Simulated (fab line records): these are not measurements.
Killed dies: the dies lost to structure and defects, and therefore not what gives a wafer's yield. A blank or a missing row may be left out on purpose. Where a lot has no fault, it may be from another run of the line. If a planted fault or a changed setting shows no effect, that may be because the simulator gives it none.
Chamber matching || flow n5 finfet || 4 sister chambers for N5_FIN_CUT_DESCUM_13 on rie diel-02
The step chemistry O2, time 7 s. 7 wafers are shown with their chamber, then 8 later ones without.

## EACH WAFER AND ITS CHAMBER
{"wafer": "L080.3", "chamber": 2, "drypump motor current A (A)": 5.2, "showerhead plenum p Torr (Torr)": 2.14}
{"wafer": "L083.2", "chamber": 1, "drypump motor current A (A)": 5.9, "showerhead plenum p Torr (Torr)": 2.10}
{"wafer": "L083.4", "chamber": 3, "drypump motor current A (A)": 5.9, "showerhead plenum p Torr (Torr)": 2.16}
{"wafer": "L089.2", "chamber": 2, "drypump motor current A (A)": 5.3, "showerhead plenum p Torr (Torr)": 2.14}
{"wafer": "L089.3", "chamber": 0, "drypump motor current A (A)": 6.6, "showerhead plenum p Torr (Torr)": 1.97}
{"wafer": "L089.4", "chamber": 3, "drypump motor current A (A)": 5.9, "showerhead plenum p Torr (Torr)": 2.16}
{"wafer": "L093.1", "chamber": 1, "drypump motor current A (A)": 5.9, "showerhead plenum p Torr (Torr)": 2.09}

## WAFERS WHOSE CHAMBER IS MISSING
{"wafer": "L093.2", "drypump motor current A (A)": 6.5, "showerhead plenum p Torr (Torr)": 1.97}
{"wafer": "L093.4", "drypump motor current A (A)": 5.2, "showerhead plenum p Torr (Torr)": 2.14}
{"wafer": "L095.2", "drypump motor current A (A)": 5.9, "showerhead plenum p Torr (Torr)": 2.09}
{"wafer": "L095.3", "drypump motor current A (A)": 5.2, "showerhead plenum p Torr (Torr)": 2.14}
{"wafer": "L095.4", "drypump motor current A (A)": 6.6, "showerhead plenum p Torr (Torr)": 1.97}
{"wafer": "L097.2", "drypump motor current A (A)": 5.9, "showerhead plenum p Torr (Torr)": 2.09}
{"wafer": "L097.4", "drypump motor current A (A)": 6.6, "showerhead plenum p Torr (Torr)": 1.97}
{"wafer": "L097.5", "drypump motor current A (A)": 5.9, "showerhead plenum p Torr (Torr)": 2.15}

## CHAMBER TAKEN BY EACH
{"wafer": "L093.2", "from the rows above": 0, "in truth": 0}
{"wafer": "L093.4", "from the rows above": 2, "in truth": 2}
{"wafer": "L095.2", "from the rows above": 1, "in truth": 1}
{"wafer": "L095.3", "from the rows above": 2, "in truth": 2}
{"wafer": "L095.4", "from the rows above": 0, "in truth": 0}
{"wafer": "L097.2", "from the rows above": 1, "in truth": 1}
{"wafer": "L097.4", "from the rows above": 0, "in truth": 0}
{"wafer": "L097.5", "from the rows above": 3, "in truth": 3}
Correct placement for 8 of the 8. Can't be placed from these rows: 0. Placed wrongly: 0.
How it was worked out, from the rows above alone: a wafer's distance from a chamber is the root of the sum, over the readings, of the square of ((its reading less the chamber's mean) divided by the reading's scatter). If the next closest chamber is less than 2 further off than the closest, the wafer can't be placed; otherwise it belongs to the closest. A chamber's mean is the mean of its shown wafers. The scatter is the square root of a quotient: the sum, over the shown wafers, of each reading's squared deviation from its chamber's mean, divided by wafers minus chambers.
